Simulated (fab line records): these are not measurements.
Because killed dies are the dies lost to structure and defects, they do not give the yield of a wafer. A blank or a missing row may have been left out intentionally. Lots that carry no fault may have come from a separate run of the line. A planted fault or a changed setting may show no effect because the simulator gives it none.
Matching of chambers :: flow nand_harc :: rie_diel-01 running NHARC_A_STAIRCASE_ETCH_313: 4 sister chambers
The step etches the open film in CF4/CHF3. 16 wafers are shown with their chamber, then 8 later ones without.

EACH WAFER AND ITS CHAMBER
wafer: L074.3
chamber: 1
showerhead_plenum_p_Torr (Torr): 1.69
drypump_motor_current_A (A): 5.2
rf_vpp_V (V): 373.0

wafer: L074.4
chamber: 3
showerhead_plenum_p_Torr (Torr): 1.64
drypump_motor_current_A (A): 5.0
rf_vpp_V (V): 372.6

wafer: L074.6
chamber: 1
showerhead_plenum_p_Torr (Torr): 1.69
drypump_motor_current_A (A): 5.2
rf_vpp_V (V): 375.2

wafer: L075.3
chamber: 1
showerhead_plenum_p_Torr (Torr): 1.69
drypump_motor_current_A (A): 5.2
rf_vpp_V (V): 374.8

wafer: L075.5
chamber: 2
showerhead_plenum_p_Torr (Torr): 1.66
drypump_motor_current_A (A): 6.3
rf_vpp_V (V): 374.8

wafer: L075.6
chamber: 3
showerhead_plenum_p_Torr (Torr): 1.64
drypump_motor_current_A (A): 5.1
rf_vpp_V (V): 371.9

wafer: L077.2
chamber: 2
showerhead_plenum_p_Torr (Torr): 1.66
drypump_motor_current_A (A): 6.3
rf_vpp_V (V): 373.3

wafer: L077.3
chamber: 1
showerhead_plenum_p_Torr (Torr): 1.69
drypump_motor_current_A (A): 5.2
rf_vpp_V (V): 373.2

wafer: L077.4
chamber: 1
showerhead_plenum_p_Torr (Torr): 1.69
drypump_motor_current_A (A): 5.2
rf_vpp_V (V): 374.8

wafer: L078.2
chamber: 1
showerhead_plenum_p_Torr (Torr): 1.69
drypump_motor_current_A (A): 5.2
rf_vpp_V (V): 374.4

wafer: L078.4
chamber: 0
showerhead_plenum_p_Torr (Torr): 1.46
drypump_motor_current_A (A): 5.9
rf_vpp_V (V): 366.6

wafer: L078.5
chamber: 2
showerhead_plenum_p_Torr (Torr): 1.66
drypump_motor_current_A (A): 6.3
rf_vpp_V (V): 373.6

wafer: L083.2
chamber: 0
showerhead_plenum_p_Torr (Torr): 1.45
drypump_motor_current_A (A): 5.8
rf_vpp_V (V): 366.3

wafer: L083.4
chamber: 2
showerhead_plenum_p_Torr (Torr): 1.66
drypump_motor_current_A (A): 6.3
rf_vpp_V (V): 373.8

wafer: L083.6
chamber: 0
showerhead_plenum_p_Torr (Torr): 1.45
drypump_motor_current_A (A): 5.9
rf_vpp_V (V): 365.7

wafer: L085.1
chamber: 2
showerhead_plenum_p_Torr (Torr): 1.66
drypump_motor_current_A (A): 6.3
rf_vpp_V (V): 373.0

SIGNATURES, as means of the wafers listed above
reading: showerhead_plenum_p_Torr
chamber 0: 1.4533
chamber 1: 1.6900
chamber 2: 1.6600
chamber 3: 1.6400
scatter within a chamber: 0.00236

reading: drypump_motor_current_A
chamber 0: 5.867
chamber 1: 5.200
chamber 2: 6.300
chamber 3: 5.050
scatter within a chamber: 0.0312

reading: rf_vpp_V
chamber 0: 366.200
chamber 1: 374.233
chamber 2: 373.700
chamber 3: 372.250
scatter within a chamber: 0.749
Rule: distance of a wafer from a chamber = root of the sum over the readings of ((wafer's reading minus chamber's mean) / reading's scatter) squared. If the next closest chamber is less than 2 further off than the closest, the wafer can't be placed; otherwise it belongs to the closest. The scatter: take each reading less its chamber's mean, square it, sum over the shown wafers, divide by the number of wafers less the number of chambers, and take the root.

WAFERS WITHOUT THEIR CHAMBER
wafer: L085.2
showerhead_plenum_p_Torr (Torr): 1.64
drypump_motor_current_A (A): 5.0
rf_vpp_V (V): 373.7

wafer: L085.4
showerhead_plenum_p_Torr (Torr): 1.70
drypump_motor_current_A (A): 5.9
rf_vpp_V (V): 374.2

wafer: L090.1
showerhead_plenum_p_Torr (Torr): 1.68
drypump_motor_current_A (A): 5.2
rf_vpp_V (V): 373.4

wafer: L090.2
showerhead_plenum_p_Torr (Torr): 1.64
drypump_motor_current_A (A): 5.1
rf_vpp_V (V): 371.4

wafer: L090.6
showerhead_plenum_p_Torr (Torr): 1.68
drypump_motor_current_A (A): 5.2
rf_vpp_V (V): 375.0

wafer: L091.2
showerhead_plenum_p_Torr (Torr): 1.64
drypump_motor_current_A (A): 5.0
rf_vpp_V (V): 372.6

wafer: L091.3
showerhead_plenum_p_Torr (Torr): 1.68
drypump_motor_current_A (A): 5.2
rf_vpp_V (V): 373.8

wafer: L091.4
showerhead_plenum_p_Torr (Torr): 1.70
drypump_motor_current_A (A): 5.8
rf_vpp_V (V): 375.4

WHICH CHAMBER EACH ONE RAN IN
wafer: L085.2
from the rows above: 3
in truth: 3

wafer: L085.4
from the rows above: can't be placed: 2 or 1
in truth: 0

wafer: L090.1
from the rows above: 1
in truth: 1

wafer: L090.2
from the rows above: 3
in truth: 3

wafer: L090.6
from the rows above: 1
in truth: 1

wafer: L091.2
from the rows above: 3
in truth: 3

wafer: L091.3
from the rows above: 1
in truth: 1

wafer: L091.4
from the rows above: 1
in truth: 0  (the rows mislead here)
Placed correctly: 6 of 8. These rows do not allow placing 1 (true chamber among the candidates in 0). Number placed wrongly: 1.
